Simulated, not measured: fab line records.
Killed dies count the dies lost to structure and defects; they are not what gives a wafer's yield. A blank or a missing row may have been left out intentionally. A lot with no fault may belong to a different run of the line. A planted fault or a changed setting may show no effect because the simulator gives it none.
Which tool was responsible? :: flow nand harc :: 11 lots with 33 wafers sampled at 5 steps, on a route of 1302 steps

WHAT THE GAUGES READ, wafer by wafer
NHARC_END_SORT_01. Usual: killed at array 51, standard deviation 17; killed at other 1.6, standard deviation 2.1; killed at periphery 4, standard deviation 3.2; killed dies 57, standard deviation 18; killed open 2.9, standard deviation 1.7; killed short 2.3, standard deviation 1.3.
lot: L963
measured: day 24 15:33
on: prober-01
killed at array: 63 58 61
killed at other: 2 0 0
killed at periphery: 2 1 0
killed dies: 67 59 61
killed open: 3 1 1
killed short: 5 1 3
flag: 

lot: L966
measured: day 25 07:30
on: prober-01
killed at array: 43 48 44
killed at other: 1 5 7
killed at periphery: 6 3 3
killed dies: 50 56 54
killed open: 6 3 3
killed short: 1 0 2
flag: 

lot: L965
measured: day 25 15:17
on: prober-01
killed at array: 50 50 41
killed at other: 5 0 1
killed at periphery: 2 4 2
killed dies: 57 54 44
killed open: 6 4 2
killed short: 3 2 0
flag: 

lot: L967
measured: day 25 11:40
on: prober-02
killed at array: 79 88 68
killed at other: 3 5 2
killed at periphery: 1 7 6
killed dies: 83 100 76
killed open: 2 2 1
killed short: 3 3 2
flag: 

lot: L968
measured: day 27 04:47
on: prober-01
killed at array: 67 70 96
killed at other: 0 0 1
killed at periphery: 4 3 5
killed dies: 71 73 102
killed open: 1 3 7
killed short: 2 5 2
flag: 

lot: L972
measured: day 29 03:49
on: prober-02
killed at array: 65 55 62
killed at other: 2 0 4
killed at periphery: 14 13 12
killed dies: 81 68 78
killed open: 6 2 4
killed short: 4 3 2
flag: 

lot: L974
measured: day 29 05:26
on: prober-01
killed at array: 57 63 57
killed at other: 2 0 4
killed at periphery: 6 2 1
killed dies: 65 65 62
killed open: 4 2 3
killed short: 2 2 5
flag: 

lot: L973
measured: day 29 13:13
on: prober-01
killed at array: 18 25 23
killed at other: 2 0 2
killed at periphery: 5 4 5
killed dies: 25 29 30
killed open: 0 1 5
killed short: 3 1 3
flag: 

lot: L979
measured: day 30 20:04
on: prober-02
killed at array: 62 69 61
killed at other: 5 3 1
killed at periphery: 0 1 0
killed dies: 67 73 62
killed open: 3 2 1
killed short: 1 1 3
flag: 

lot: L978
measured: day 31 07:17
on: prober-01
killed at array: 676 669 676
killed at other: 0 0 0
killed at periphery: 1 8 1
killed dies: 677 677 677
killed open: 2 7 3
killed short: 2 2 1
flag: OFF

lot: L981
measured: day 31 12:51
on: prober-02
killed at array: 674 676 673
killed at other: 0 1 0
killed at periphery: 3 0 4
killed dies: 677 677 677
killed open: 2 3 4
killed short: 4 5 3
flag: OFF

WHICH TOOL RAN EACH LOT (tool, then ch and the chambers of the sampled wafers, then the start)
lot: L963
NHARC_A_STAIRCASE_ETCH_169: rie diel-12 ch 0,1, day 15 16:46
NHARC_A_STAIRCASE_TRIM_18: rie diel-03 ch 0,1, day 15 19:26 or earlier
NHARC_A_STAIRCASE_ETCH_19: rie diel-03 ch 0,1, day 15 19:26
NHARC_A_STAIRCASE_ETCH_21: rie diel-03 ch 0,3, day 24 15:33 or earlier

lot: L966
NHARC_A_STAIRCASE_ETCH_169: rie diel-13 ch 0,1,3, day 16 16:38
NHARC_A_STAIRCASE_TRIM_18: rie diel-12 ch 0,1,2, day 16 19:19 or earlier
NHARC_A_STAIRCASE_ETCH_19: rie diel-12 ch 1,2, day 16 19:19
NHARC_A_STAIRCASE_ETCH_21: rie diel-13 ch 0,2, day 25 07:30 or earlier

lot: L965
NHARC_A_STAIRCASE_ETCH_169: rie diel-13 ch 0,2,3, day 16 20:13
NHARC_A_STAIRCASE_TRIM_18: rie diel-03 ch 0,1,3, day 16 23:01 or earlier
NHARC_A_STAIRCASE_ETCH_19: rie diel-03 ch 1,2,3, day 16 23:01
NHARC_A_STAIRCASE_ETCH_21: rie diel-03 ch 0,2, day 25 15:17 or earlier

lot: L967
NHARC_A_STAIRCASE_ETCH_169: rie diel-12 ch 0,1,2, day 17 02:27
NHARC_A_STAIRCASE_TRIM_18: rie diel-12 ch 0,1,2, day 17 05:04 or earlier
NHARC_A_STAIRCASE_ETCH_19: rie diel-12 ch 0,3, day 17 05:04
NHARC_A_STAIRCASE_ETCH_21: rie diel-12 ch 1,2,3, day 25 11:40 or earlier

lot: L968
NHARC_A_STAIRCASE_ETCH_169: rie diel-03 ch 0,1, day 18 03:58
NHARC_A_STAIRCASE_TRIM_18: rie diel-03 ch 0,1,3, day 18 07:32 or earlier
NHARC_A_STAIRCASE_ETCH_19: rie diel-03 ch 0,1, day 18 07:32
NHARC_A_STAIRCASE_ETCH_21: rie diel-03 ch 0,1,3, day 27 04:47 or earlier

lot: L972
NHARC_A_STAIRCASE_ETCH_169: rie diel-03 ch 0,2, day 19 21:40
NHARC_A_STAIRCASE_TRIM_18: rie diel-12 ch 0,1,3, day 20 00:26 or earlier
NHARC_A_STAIRCASE_ETCH_19: rie diel-12 ch 0,2, day 20 00:26
NHARC_A_STAIRCASE_ETCH_21: rie diel-12 ch 1,2, day 29 03:49 or earlier

lot: L974
NHARC_A_STAIRCASE_ETCH_169: rie diel-13 ch 1,2, day 20 00:58
NHARC_A_STAIRCASE_TRIM_18: rie diel-13 ch 2,3, day 20 06:59 or earlier
NHARC_A_STAIRCASE_ETCH_19: rie diel-13 ch 0,2,3, day 20 06:59
NHARC_A_STAIRCASE_ETCH_21: rie diel-13 ch 2,3, day 29 05:26 or earlier

lot: L973
NHARC_A_STAIRCASE_ETCH_169: rie diel-12 ch 1,2, day 20 01:07
NHARC_A_STAIRCASE_TRIM_18: rie diel-12 ch 1,3, day 20 10:12 or earlier
NHARC_A_STAIRCASE_ETCH_19: rie diel-12 ch 1,3, day 20 10:12
NHARC_A_STAIRCASE_ETCH_21: rie diel-13 ch 0,2,3, day 29 13:13 or earlier

lot: L979
NHARC_A_STAIRCASE_ETCH_169: rie diel-03 ch 0,2,3, day 22 06:32
NHARC_A_STAIRCASE_TRIM_18: rie diel-03 ch 0,1,2, day 22 09:29 or earlier
NHARC_A_STAIRCASE_ETCH_19: rie diel-03 ch 0,1, day 22 09:29
NHARC_A_STAIRCASE_ETCH_21: rie diel-12 ch 0,1,2, day 30 20:04 or earlier

lot: L978
NHARC_A_STAIRCASE_ETCH_169: rie diel-13 ch 2,3, day 22 14:16
NHARC_A_STAIRCASE_TRIM_18: rie diel-03 ch 0,2,3, day 22 17:55 or earlier
NHARC_A_STAIRCASE_ETCH_19: rie diel-03 ch 0,2,3, day 22 17:55
NHARC_A_STAIRCASE_ETCH_21: rie diel-03 ch 0,2,3, day 31 07:17 or earlier

lot: L981
NHARC_A_STAIRCASE_ETCH_169: rie diel-12 ch 0,3, day 22 19:37
NHARC_A_STAIRCASE_TRIM_18: rie diel-03 ch 0,3, day 23 00:01 or earlier
NHARC_A_STAIRCASE_ETCH_19: rie diel-03 ch 0,2, day 23 00:01
NHARC_A_STAIRCASE_ETCH_21: rie diel-12 ch 0,1,2, day 31 12:51 or earlier
- NHARC_A_STAIRCASE_ETCH_169: etches the open film in CH3F/O2, target depth 50 nm, time 107.1 s.
- NHARC_A_STAIRCASE_TRIM_18: chemistry O2, time 211.2 s.
- NHARC_A_STAIRCASE_ETCH_19: etches the open film in C4F8/O2, target depth 100 nm, time 40.5 s.
- NHARC_A_STAIRCASE_ETCH_21: etches the open film in C4F8/O2, target depth 100 nm, time 40.5 s.

WHAT THE TOOLS THEMSELVES READ (means of the sampled wafers that have a number; where no wafer has one, the mark that the record gives instead)
NHARC_A_STAIRCASE_ETCH_169. Usual: bias w is 100.03 W with standard deviation 0.29, ch3f flow sccm is 50.00 sccm with standard deviation 0.14, drypump motor current A is 6.0 A with standard deviation 0.43, oes product au is 0.955 a.u. with standard deviation 0.016, rf vpp V is 244.1 V with standard deviation 1.9, showerhead plenum p Torr is 2.44 Torr with standard deviation 0.11, and throttle valve pct is 20.663 % with standard deviation 0.0081.
lot: L963
tool: rie diel-12
bias w (W): 100.25
ch3f flow sccm (sccm): 50.10
drypump motor current A (A): 6.2
oes product au (a.u.): 0.953
rf vpp V (V): 242.3
showerhead plenum p Torr (Torr): 2.32
throttle valve pct (%): 20.657
flag: 

lot: L966
tool: rie diel-13
bias w (W): 100.06
ch3f flow sccm (sccm): 50.04
drypump motor current A (A): 6.3
oes product au (a.u.): 0.929
rf vpp V (V): 243.2
showerhead plenum p Torr (Torr): 2.37
throttle valve pct (%): 20.661
flag: 

lot: L965
tool: rie diel-13
bias w (W): 100.26
ch3f flow sccm (sccm): 49.90
drypump motor current A (A): 6.2
oes product au (a.u.): 0.927
rf vpp V (V): 244.0
showerhead plenum p Torr (Torr): 2.44
throttle valve pct (%): 20.665
flag: 

lot: L967
tool: rie diel-12
bias w (W): 100.02
ch3f flow sccm (sccm): 49.87
drypump motor current A (A): 6.2
oes product au (a.u.): 0.973
rf vpp V (V): 243.2
showerhead plenum p Torr (Torr): 2.36
throttle valve pct (%): 20.659
flag: 

lot: L968
tool: rie diel-03
bias w (W): 100.28
ch3f flow sccm (sccm): 49.95
drypump motor current A (A): 5.5
oes product au (a.u.): 0.978
rf vpp V (V): 246.2
showerhead plenum p Torr (Torr): 2.59
throttle valve pct (%): 20.666
flag: 

lot: L972
tool: rie diel-03
bias w (W): 100.13
ch3f flow sccm (sccm): 50.11
drypump motor current A (A): 5.3
oes product au (a.u.): 0.935
rf vpp V (V): 244.6
showerhead plenum p Torr (Torr): 2.42
throttle valve pct (%): 20.671
flag: 

lot: L974
tool: rie diel-13
bias w (W): 100.26
ch3f flow sccm (sccm): 49.97
drypump motor current A (A): 6.1
oes product au (a.u.): 0.943
rf vpp V (V): 242.8
showerhead plenum p Torr (Torr): 2.40
throttle valve pct (%): 20.665
flag: 

lot: L973
tool: rie diel-12
bias w (W): 99.74
ch3f flow sccm (sccm): 49.91
drypump motor current A (A): 6.2
oes product au (a.u.): 0.947
rf vpp V (V): 246.4
showerhead plenum p Torr (Torr): 2.58
throttle valve pct (%): 20.662
flag: 

lot: L979
tool: rie diel-03
bias w (W): 99.93
ch3f flow sccm (sccm): 49.95
drypump motor current A (A): 5.7
oes product au (a.u.): 0.974
rf vpp V (V): 243.7
showerhead plenum p Torr (Torr): 2.43
throttle valve pct (%): 20.666
flag: 

lot: L978
tool: rie diel-13
bias w (W): 99.97
ch3f flow sccm (sccm): 49.93
drypump motor current A (A): 6.2
oes product au (a.u.): 0.945
rf vpp V (V): 242.6
showerhead plenum p Torr (Torr): 2.42
throttle valve pct (%): 20.657
flag: 

lot: L981
tool: rie diel-12
bias w (W): 99.97
ch3f flow sccm (sccm): 49.84
drypump motor current A (A): 6.1
oes product au (a.u.): 0.975
rf vpp V (V): 244.5
showerhead plenum p Torr (Torr): 2.45
throttle valve pct (%): 20.660
flag: 

NHARC_A_STAIRCASE_TRIM_18. Usual: drypump motor current A 6.0 A, standard deviation 0.47; oes product au 0.999 a.u., standard deviation 0.0068; rf vpp V 57.8 V, standard deviation 0.86; showerhead plenum p Torr 3.53 Torr, standard deviation 0.15; throttle valve pct 17.037 %, standard deviation 0.0085.
lot: L963
tool: rie diel-03
drypump motor current A (A): 5.7
oes product au (a.u.): 1.002
rf vpp V (V): 57.9
showerhead plenum p Torr (Torr): 3.63
throttle valve pct (%): 17.037
flag: 

lot: L966
tool: rie diel-12
drypump motor current A (A): 6.2
oes product au (a.u.): 1.006
rf vpp V (V): 57.9
showerhead plenum p Torr (Torr): 3.40
throttle valve pct (%): 17.038
flag: 

lot: L965
tool: rie diel-03
drypump motor current A (A): 5.8
oes product au (a.u.): 1.000
rf vpp V (V): 58.2
showerhead plenum p Torr (Torr): 3.61
throttle valve pct (%): 17.035
flag: 

lot: L967
tool: rie diel-12
drypump motor current A (A): 6.2
oes product au (a.u.): 1.003
rf vpp V (V): 56.9
showerhead plenum p Torr (Torr): 3.39
throttle valve pct (%): 17.030
flag: 

lot: L968
tool: rie diel-03
drypump motor current A (A): 5.8
oes product au (a.u.): 0.992
rf vpp V (V): 58.1
showerhead plenum p Torr (Torr): 3.61
throttle valve pct (%): 17.041
flag: 

lot: L972
tool: rie diel-12
drypump motor current A (A): 6.1
oes product au (a.u.): 1.002
rf vpp V (V): 57.9
showerhead plenum p Torr (Torr): 3.66
throttle valve pct (%): 17.022
flag: 

lot: L974
tool: rie diel-13
drypump motor current A (A): 6.2
oes product au (a.u.): 0.992
rf vpp V (V): 57.9
showerhead plenum p Torr (Torr): 3.48
throttle valve pct (%): 17.035
flag: 

lot: L973
tool: rie diel-12
drypump motor current A (A): 6.2
oes product au (a.u.): 0.994
rf vpp V (V): 58.9
showerhead plenum p Torr (Torr): 3.79
throttle valve pct (%): 17.039
flag: 

lot: L979
tool: rie diel-03
drypump motor current A (A): 5.4
oes product au (a.u.): 0.997
rf vpp V (V): 57.5
showerhead plenum p Torr (Torr): 3.57
throttle valve pct (%): 17.030
flag: 

lot: L978
tool: rie diel-03
drypump motor current A (A): 5.7
oes product au (a.u.): 0.998
rf vpp V (V): 57.5
showerhead plenum p Torr (Torr): 3.48
throttle valve pct (%): 17.046
flag: 

lot: L981
tool: rie diel-03
drypump motor current A (A): 6.0
oes product au (a.u.): 1.003
rf vpp V (V): 58.1
showerhead plenum p Torr (Torr): 3.50
throttle valve pct (%): 17.037
flag: 

NHARC_A_STAIRCASE_ETCH_19. Usual: bias w 1000 W, standard deviation 3.2; chamber pressure mTorr 25.002 mTorr, standard deviation 0.022; oes product au 0.941 a.u., standard deviation 0.0094; rf vpp V 896 V, standard deviation 5.6.
lot: L963
tool: rie diel-03
bias w (W): 996
chamber pressure mTorr (mTorr): 24.995
oes product au (a.u.): 0.943
rf vpp V (V): 903
flag: 

lot: L966
tool: rie diel-12
bias w (W): 999
chamber pressure mTorr (mTorr): 25.002
oes product au (a.u.): 0.942
rf vpp V (V): 889
flag: 

lot: L965
tool: rie diel-03
bias w (W): 999
chamber pressure mTorr (mTorr): 25.004
oes product au (a.u.): 0.952
rf vpp V (V): 898
flag: 

lot: L967
tool: rie diel-12
bias w (W): 1001
chamber pressure mTorr (mTorr): 24.973
oes product au (a.u.): 0.939
rf vpp V (V): 897
flag: 

lot: L968
tool: rie diel-03
bias w (W): 998
chamber pressure mTorr (mTorr): 25.004
oes product au (a.u.): 0.933
rf vpp V (V): 899
flag: 

lot: L972
tool: rie diel-12
bias w (W): 998
chamber pressure mTorr (mTorr): 24.980
oes product au (a.u.): 0.946
rf vpp V (V): 894
flag: 

lot: L974
tool: rie diel-13
bias w (W): 1004
chamber pressure mTorr (mTorr): 25.006
oes product au (a.u.): 0.933
rf vpp V (V): 894
flag: 

lot: L973
tool: rie diel-12
bias w (W): 1001
chamber pressure mTorr (mTorr): 25.004
oes product au (a.u.): 0.930
rf vpp V (V): 905
flag: 

lot: L979
tool: rie diel-03
bias w (W): 1003
chamber pressure mTorr (mTorr): 25.019
oes product au (a.u.): 0.940
rf vpp V (V): 898
flag: 

lot: L978
tool: rie diel-03
bias w (W): -
chamber pressure mTorr (mTorr): -
oes product au (a.u.): -
rf vpp V (V): -
flag: OFF

lot: L981
tool: rie diel-03
bias w (W): -
chamber pressure mTorr (mTorr): -
oes product au (a.u.): -
rf vpp V (V): -
flag: OFF

NHARC_A_STAIRCASE_ETCH_21. Usual: bias w 1000.1 W, standard deviation 3; chamber pressure mTorr 25.002 mTorr, standard deviation 0.022; oes product au 0.949 a.u., standard deviation 0.016; rf vpp V 896 V, standard deviation 5.6.
lot: L963
tool: rie diel-03
bias w (W): 999.7
chamber pressure mTorr (mTorr): 24.961
oes product au (a.u.): 0.947
rf vpp V (V): 896
flag: 

lot: L966
tool: rie diel-13
bias w (W): 998.8
chamber pressure mTorr (mTorr): 25.001
oes product au (a.u.): 0.938
rf vpp V (V): 896
flag: 

lot: L965
tool: rie diel-03
bias w (W): 998.2
chamber pressure mTorr (mTorr): 25.021
oes product au (a.u.): 0.943
rf vpp V (V): 896
flag: 

lot: L967
tool: rie diel-12
bias w (W): 1002.3
chamber pressure mTorr (mTorr): 25.024
oes product au (a.u.): 0.947
rf vpp V (V): 896
flag: 

lot: L968
tool: rie diel-03
bias w (W): 996.4
chamber pressure mTorr (mTorr): 25.004
oes product au (a.u.): 0.942
rf vpp V (V): 898
flag: 

lot: L972
tool: rie diel-12
bias w (W): 997.7
chamber pressure mTorr (mTorr): 25.011
oes product au (a.u.): 0.944
rf vpp V (V): 898
flag: 

lot: L974
tool: rie diel-13
bias w (W): 1002.7
chamber pressure mTorr (mTorr): 25.015
oes product au (a.u.): 0.938
rf vpp V (V): 895
flag: 

lot: L973
tool: rie diel-13
bias w (W): 996.9
chamber pressure mTorr (mTorr): 25.012
oes product au (a.u.): 0.944
rf vpp V (V): 894
flag: 

lot: L979
tool: rie diel-12
bias w (W): 1000.5
chamber pressure mTorr (mTorr): 25.033
oes product au (a.u.): 0.975
rf vpp V (V): 897
flag: 

lot: L978
tool: rie diel-03
bias w (W): 1002.0
chamber pressure mTorr (mTorr): 24.998
oes product au (a.u.): 0.926
rf vpp V (V): 895
flag: 

lot: L981
tool: rie diel-12
bias w (W): 1001.5
chamber pressure mTorr (mTorr): 25.001
oes product au (a.u.): 0.973
rf vpp V (V): 895
flag: 

THE ANSWER, worked out from the rows above alone
Rule: take the mean of a lot's wafers that have a number; if it is more than 3 standard deviations from the usual mean, the lot is off. Also off: a lot with no number at a reading for which 4 or more lots have one. Where the step has rows for the other lots, those lots are counted as sound. First the gauges in route order, then the tools' own readings, where a lot's mean is used as printed above. At the first step where some lot is off, the reading lying furthest off is the one used; lots without a number count as furthest.
Off at NHARC_END_SORT_01 (killed at array): L978, L981.
If a tool, at a process step before that reading, ran all the lots that are off and no sound lot after the first of them, it fits. Not tried: the gauges at NHARC_END_SORT_01; whatever is off there is also off at NHARC_A_STAIRCASE_ETCH_19, on other tools, and gauge error can't account for it. Because NHARC_A_STAIRCASE_TRIM_18 lacks a start for some lots, the hours and order of its lots are taken from NHARC_A_STAIRCASE_ETCH_19. Because NHARC_A_STAIRCASE_ETCH_21 lacks a start for some lots, the hours and order of its lots are taken from NHARC_END_SORT_01. One candidate fits, namely rie diel-03 at NHARC_A_STAIRCASE_TRIM_18 and NHARC_A_STAIRCASE_ETCH_19. At NHARC_A_STAIRCASE_TRIM_18 its last sound lot is L979 (day 22 09:29), its first lot that is off L978 (day 22 17:55): a fault that began between those two fits.

WHAT THE SIMULATOR HAD INSERTED
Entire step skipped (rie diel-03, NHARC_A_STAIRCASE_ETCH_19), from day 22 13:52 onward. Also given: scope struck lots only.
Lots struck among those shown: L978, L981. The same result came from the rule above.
